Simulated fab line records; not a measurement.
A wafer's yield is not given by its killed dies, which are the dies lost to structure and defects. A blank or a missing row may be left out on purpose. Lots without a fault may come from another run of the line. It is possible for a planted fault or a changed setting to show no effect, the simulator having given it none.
Which of the tools did it?    flow n5 finfet    24 lots, 72 wafers sampled, at 3 steps of a route of 1938

== WHAT THE GAUGES SHOWED, per wafer ==
N5_BEOL_M7_INSPECT_58: inspects for defects (darkfield).
lot   measured      on                 raw defect count
L075  day 8 19:59   defect inspect-02  72 68 78
L074  day 8 20:41   defect inspect-02  87 79 56
L076  day 9 15:38   defect inspect-01  73 65 77
L077  day 9 23:21   defect inspect-01  101 55 69
L078  day 10 00:38  defect inspect-02  112 81 96
L079  day 10 02:25  defect inspect-02  146 102 78
L080  day 10 13:16  defect inspect-02  33 63 42
L081  day 10 22:55  defect inspect-02  47 60 42
L083  day 11 04:13  defect inspect-01  80 81 71
L082  day 11 05:11  defect inspect-01  84 53 48
L084  day 11 08:19  defect inspect-01  58 72 64
L086  day 12 01:08  defect inspect-01  109 129 90
L087  day 12 09:08  defect inspect-01  49 82 48
L085  day 12 09:22  defect inspect-02  46 41 68
L088  day 13 11:22  defect inspect-02  79 101 68
L090  day 13 11:46  defect inspect-02  125 145 98
L089  day 13 12:24  defect inspect-02  126 91 119
L091  day 13 19:44  defect inspect-01  47 39 62
L093  day 14 02:34  defect inspect-01  58 77 96
L092  day 14 17:47  defect inspect-01  69 48 26
L094  day 14 19:20  defect inspect-01  99 86 42
L095  day 15 03:22  defect inspect-02  51 94 63
L096  day 15 11:35  defect inspect-01  59 26 51
L097  day 16 02:24  defect inspect-02  53 82 66

N5_BEOL_M9_OVL_MEAS_29.
lot   measured      on          V8_OVL (nm)
L075  day 9 11:43   overlay-02  -0.7 -1.7 -0.9
L074  day 9 11:53   overlay-01  0.0 0.0 -0.3
L076  day 10 02:52  overlay-02  -0.7 0.0 -2.5
L077  day 10 11:28  overlay-01  -0.6 0.3 -0.1
L078  day 10 11:38  overlay-02  0.3 0.2 -0.3
L079  day 10 13:23  overlay-02  0.7 0.5 0.9
L080  day 11 02:32  overlay-01  -0.3 -0.1 0.0
L081  day 11 10:10  overlay-02  0.1 -0.1 0.7
L083  day 11 12:10  overlay-01  -0.7 -0.7 -0.3
L082  day 11 17:40  overlay-01  -0.6 0.7 0.4
L084  day 11 20:44  overlay-01  -0.5 0.3 -0.6
L086  day 12 19:34  overlay-01  -0.3 0.3 0.2
L087  day 13 00:48  overlay-02  -0.1 -0.4 0.7
L085  day 13 00:20  overlay-01  -0.1 -0.4 0.9
L088  day 13 23:20  overlay-02  -0.3 0.2 0.3
L090  day 14 05:02  overlay-02  -0.1 -0.5 -0.1
L089  day 13 23:10  overlay-01  -0.7 -0.6 0.3
L091  day 14 08:20  overlay-02  1.4 0.6 0.6
L093  day 14 16:12  overlay-01  0.7 -1.4 -0.1
L092  day 15 02:32  overlay-01  0.1 0.5 -0.6
L094  day 15 08:22  overlay-01  -1.6 -1.8 -0.4
L095  day 15 18:59  overlay-02  -0.5 0.3 0.5
L096  day 16 00:55  overlay-02  -0.6 0.4 -0.4
L097  day 16 16:23  overlay-01  1.3 1.0 0.3

== WHICH TOOL RAN EACH LOT (tool, then ch and the chambers of the sampled wafers, then the start) ==
lot   N5_BEOL_M7_SURFACE_TREAT_79
L075  pvd sputter-01, day 8 18:25
L074  pvd sputter-02, day 8 19:13
L076  pvd sputter-01, day 9 14:09
L077  pvd sputter-02, day 9 21:53
L078  pvd sputter-01, day 9 22:43
L079  pvd sputter-02, day 10 01:11
L080  pvd sputter-02, day 10 11:48
L081  pvd sputter-01, day 10 21:31
L083  pvd sputter-02, day 11 02:25
L082  pvd sputter-01, day 11 03:58
L084  pvd sputter-01, day 11 07:09
L086  pvd sputter-01, day 11 22:40
L087  pvd sputter-01, day 12 07:49
L085  pvd sputter-03, day 12 07:55
L088  pvd sputter-01, day 13 10:01
L090  pvd sputter-01, day 13 10:34
L089  pvd sputter-01, day 13 11:14
L091  pvd sputter-03, day 13 18:28
L093  pvd sputter-01, day 14 01:17
L092  pvd sputter-01, day 14 16:25
L094  pvd sputter-01, day 14 18:02
L095  pvd sputter-02, day 15 02:02
L096  pvd sputter-01, day 15 10:08
L097  pvd sputter-03, day 15 23:23
- N5_BEOL_M7_SURFACE_TREAT_79

== AS READ BY THE TOOLS THEMSELVES (means over the sampled wafers that have a number; for cases with no such wafer, the mark the record gives instead) ==
The record holds no such reading with a usual standard deviation.

== THE ANSWER, worked out from the rows above alone ==
Rule: what is usual is taken from the lots themselves. The widest of any qualifying gaps counts: lots, ordered by their means at a reading, are off when they make up no more than a third of the lots, leave a main group of 4 or more, and stand apart from it by 3 or more times the standard deviation of that group's means. If all means in a main group match to the digits the tables above print for the reading, that group is not used. Also off: a lot with no number at a reading for which 4 or more lots have one. Any other lot the step has rows for is counted as sound. The gauges are gone through in route order, then the tools' own readings, and for those a lot's mean is taken as printed above. The first step at which some lot is off is used, and at that step the reading that is off furthest; a lot without a number counts as furthest.
Across all readings shown, no lot is off: no conclusion can be drawn from this.

== WHAT HAD BEEN PUT IN BY THE SIMULATOR ==
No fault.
